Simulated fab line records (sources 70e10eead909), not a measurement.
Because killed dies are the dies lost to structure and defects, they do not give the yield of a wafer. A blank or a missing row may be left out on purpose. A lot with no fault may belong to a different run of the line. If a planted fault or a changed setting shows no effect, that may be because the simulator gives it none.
The same fault as seen by 2 desks :: flow nand-harc :: each desk holds nothing but its own numbers, with what lay behind them at the end

== THE DEFECT DESK ==
Inspection counts along the route, by lot: the mean over sampled wafers that carry a number. Marked OUT: a lot whose mean sits more than 4 standard deviations from the usual mean, which makes it out of limits; the brackets give that distance.
Columns: A = raw-defect-count at NHARC_A_CONTACT_INSPECT_71, usual 29
lot: L448
first seen here: day 16 16:00
A: 28

lot: L450
first seen here: day 16 17:38
A: 11

lot: L451
first seen here: day 17 03:13
A: 27

lot: L453
first seen here: day 17 09:52
A: 24

lot: L454
first seen here: day 17 19:42
A: 24

lot: L462
first seen here: day 19 09:26
A: 620 (+42) OUT

lot: L460
first seen here: day 19 14:08
A: 1298 (+91) OUT

lot: L463
first seen here: day 19 23:51
A: 46

lot: L459
first seen here: day 20 00:05
A: 31

lot: L464
first seen here: day 20 13:16
A: 35

lot: L467
first seen here: day 21 03:52
A: 15

lot: L466
first seen here: day 21 04:03
A: 58

lot: L469
first seen here: day 22 22:20
A: 12

lot: L470
first seen here: day 23 03:56
A: 35
This desk finds L460, L462 out of limits, L462 being first, at day 19 09:26 (raw-defect-count at NHARC_A_CONTACT_INSPECT_71). L448, L450, L451, L453, L454, L463, L459, L464, L467, L466, L469, L470: within limits.

== TOOL OWNER'S DESK, pecvd-03 ==
The tool's own readings at NHARC_A_CONTACT_DEP_58 (deposits SiON, target thk 60 nm): means of the sampled wafers that have a number, for each lot that ran on this tool. Marked OUT: a lot whose mean sits more than 4 standard deviations from the usual mean, which makes it out of limits; the brackets give that distance.
Columns: A = heater-power-w at NHARC_A_CONTACT_DEP_58, usual 759 W; B = rf-fwd-power-W at NHARC_A_CONTACT_DEP_58, usual 348.2 W
lot: L448
first seen here: day 16 15:20
A: 767
B: 347.5

lot: L453
first seen here: day 17 09:02
A: 792
B: 346.9

lot: L454
first seen here: day 17 18:55
A: 733
B: 347.8

lot: L462
first seen here: day 19 08:37
A: 781
B: 349.7

lot: L460
first seen here: day 19 13:19
A: 846
B: 350.2
Result from this desk: across the 5 lots, nothing is out of limits.

== ALL TOGETHER ==
The defect desk could have raised an alarm at day 19 09:26, on L460, L462.
The tool owner's desk saw nothing out of limits.
Tool owner's desk: L460, L462 on record, inside its limits.
NHARC_A_CONTACT_DEP_58 was run on pecvd-03 by each of the lots named.

== WHAT THE SIMULATOR HAD INSERTED ==
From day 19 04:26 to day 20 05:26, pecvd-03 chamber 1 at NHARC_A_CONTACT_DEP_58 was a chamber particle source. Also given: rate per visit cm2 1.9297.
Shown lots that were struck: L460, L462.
Hours from the fault's start to each desk's first reading out of limits: the defect desk, 5.
